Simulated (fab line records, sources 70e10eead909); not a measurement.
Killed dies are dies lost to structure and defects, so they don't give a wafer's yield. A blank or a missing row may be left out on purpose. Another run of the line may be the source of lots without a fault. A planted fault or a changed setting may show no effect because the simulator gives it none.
Chamber matching :: flow nand_harc :: cmp-04 running NHARC_A_STAIRCASE_CMP_450: 4 sister chambers
The step polishes SiO2, target thk 200 nm. 8 wafers are shown with their chamber, then 7 later ones without.

## WAFERS, EACH WITH ITS CHAMBER
wafer: L075.1
chamber: 3
motor_current_A (A): 11.5
edge_zone_pressure_frac: 1.008

wafer: L077.1
chamber: 1
motor_current_A (A): 14.1
edge_zone_pressure_frac: 1.001

wafer: L078.1
chamber: 3
motor_current_A (A): 11.7
edge_zone_pressure_frac: 0.999

wafer: L078.6
chamber: 0
motor_current_A (A): 10.7
edge_zone_pressure_frac: 0.993

wafer: L080.2
chamber: 0
motor_current_A (A): 10.6
edge_zone_pressure_frac: 0.995

wafer: L080.5
chamber: 2
motor_current_A (A): 10.9
edge_zone_pressure_frac: 1.001

wafer: L083.2
chamber: 1
motor_current_A (A): 14.2
edge_zone_pressure_frac: 1.003

wafer: L083.4
chamber: 2
motor_current_A (A): 11.6
edge_zone_pressure_frac: 1.000

## WAFERS WHOSE CHAMBER IS MISSING
wafer: L083.5
motor_current_A (A): 11.7
edge_zone_pressure_frac: 1.002

wafer: L093.3
motor_current_A (A): 10.6
edge_zone_pressure_frac: 1.006

wafer: L093.5
motor_current_A (A): 15.0
edge_zone_pressure_frac: 0.995

wafer: L093.6
motor_current_A (A): 12.0
edge_zone_pressure_frac: 1.008

wafer: L094.1
motor_current_A (A): 11.5
edge_zone_pressure_frac: 0.998

wafer: L094.3
motor_current_A (A): 10.2
edge_zone_pressure_frac: 1.006

wafer: L094.4
motor_current_A (A): 13.7
edge_zone_pressure_frac: 1.001

## WHICH CHAMBER EACH WENT THROUGH
wafer: L083.5
from the rows above: can't be placed: 3 or 2
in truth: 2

wafer: L093.3
from the rows above: can't be placed: 2 or 0 or 3
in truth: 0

wafer: L093.5
from the rows above: 1
in truth: 1

wafer: L093.6
from the rows above: can't be placed: 3 or 2
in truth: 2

wafer: L094.1
from the rows above: can't be placed: 2 or 3
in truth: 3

wafer: L094.3
from the rows above: can't be placed: 0 or 2 or 3
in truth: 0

wafer: L094.4
from the rows above: 1
in truth: 1
2 of 7 placed correctly. Not placeable from these rows: 5 (in 5, the candidates include the true chamber). Wrongly placed: 0.
How it was worked out, from the rows above alone: a wafer's distance from a chamber is the root of the sum, over the readings, of the square of ((its reading less the chamber's mean) divided by the reading's scatter). The wafer belongs to the nearest chamber; if the next one is less than 2 further off, it can't be placed. The mean given for a chamber averages the wafers shown for that chamber. The scatter: take each reading less its chamber's mean, square it, sum over the shown wafers, divide by the number of wafers less the number of chambers, and take the root.
